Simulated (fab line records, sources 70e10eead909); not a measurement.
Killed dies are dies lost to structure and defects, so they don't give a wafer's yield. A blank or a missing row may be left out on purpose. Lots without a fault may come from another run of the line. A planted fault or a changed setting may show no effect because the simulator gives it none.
Which tool did it? | flow nand_harc | 12 lots, 36 wafers sampled, at 2 steps of a route of 1159

WHAT THE GAUGES READ, wafer by wafer
NHARC_A_BLC_INSPECT_12.
lot  | measured     | on                | raw_defect_count
L075 | day 17 13:38 | defect_inspect-01 | 22 20 20
L077 | day 17 17:25 | defect_inspect-01 | 33 33 31
L079 | day 18 00:25 | defect_inspect-01 | 33 30 28
L081 | day 18 20:55 | defect_inspect-01 | 8 17 6
L083 | day 19 10:25 | defect_inspect-02 | 9 14 10
L086 | day 19 23:20 | defect_inspect-02 | 27 30 24
L088 | day 20 05:38 | defect_inspect-02 | 61 68 64
L089 | day 21 00:15 | defect_inspect-02 | 32 38 33
L091 | day 21 16:11 | defect_inspect-02 | 34 34 39
L094 | day 22 14:01 | defect_inspect-01 | 60 57 69
L093 | day 22 23:53 | defect_inspect-01 | 15 25 16
L097 | day 23 08:53 | defect_inspect-02 | 58 40 43

WHICH TOOL RAN EACH LOT (tool, then ch and the chambers of the sampled wafers, then the start)
lot  | NHARC_A_CONTACT_ETCH_134
L075 | har_cap_etch-03 ch 0,1, day 17 05:42
L077 | har_cap_etch-01 ch 0,1, day 17 13:00
L079 | har_cap_etch-01 ch 0, day 17 18:16
L081 | har_cap_etch-01 ch 0,1, day 18 16:32
L083 | har_cap_etch-02 ch 0,1, day 19 06:07
L086 | har_cap_etch-02 ch 0,1, day 19 16:49
L088 | har_cap_etch-03 ch 0,1, day 19 23:10
L089 | har_cap_etch-01 ch 0,1, day 20 19:50
L091 | har_cap_etch-03 ch 0,1, day 21 05:48
L094 | har_cap_etch-03 ch 0,1, day 22 09:26
L093 | har_cap_etch-02 ch 0,1, day 22 18:32
L097 | har_cap_etch-01 ch 0,1, day 23 00:23
- NHARC_A_CONTACT_ETCH_134: etches the open film in C4F8/O2/Ar, time 140 s, target depth 700 nm.

THE ANSWER, worked out from the rows above alone
Rule: what is usual is taken from the lots themselves. Put in order of their means at a reading, lots are off if they are a third of the lots or fewer, leave a main group of 4 or more, and stand apart from it by a gap of 3 or more times the standard deviation of the main group's means; of several such gaps the widest counts. A main group whose means are all the same, to the digits that the tables above print for the reading, isn't used. A lot without any number at a reading at which 4 lots or more have one is off too. The other lots that the step has rows for count as sound.
No lot is off at any reading shown: from this, nothing can be told.

WHAT THE SIMULATOR HAD PUT IN
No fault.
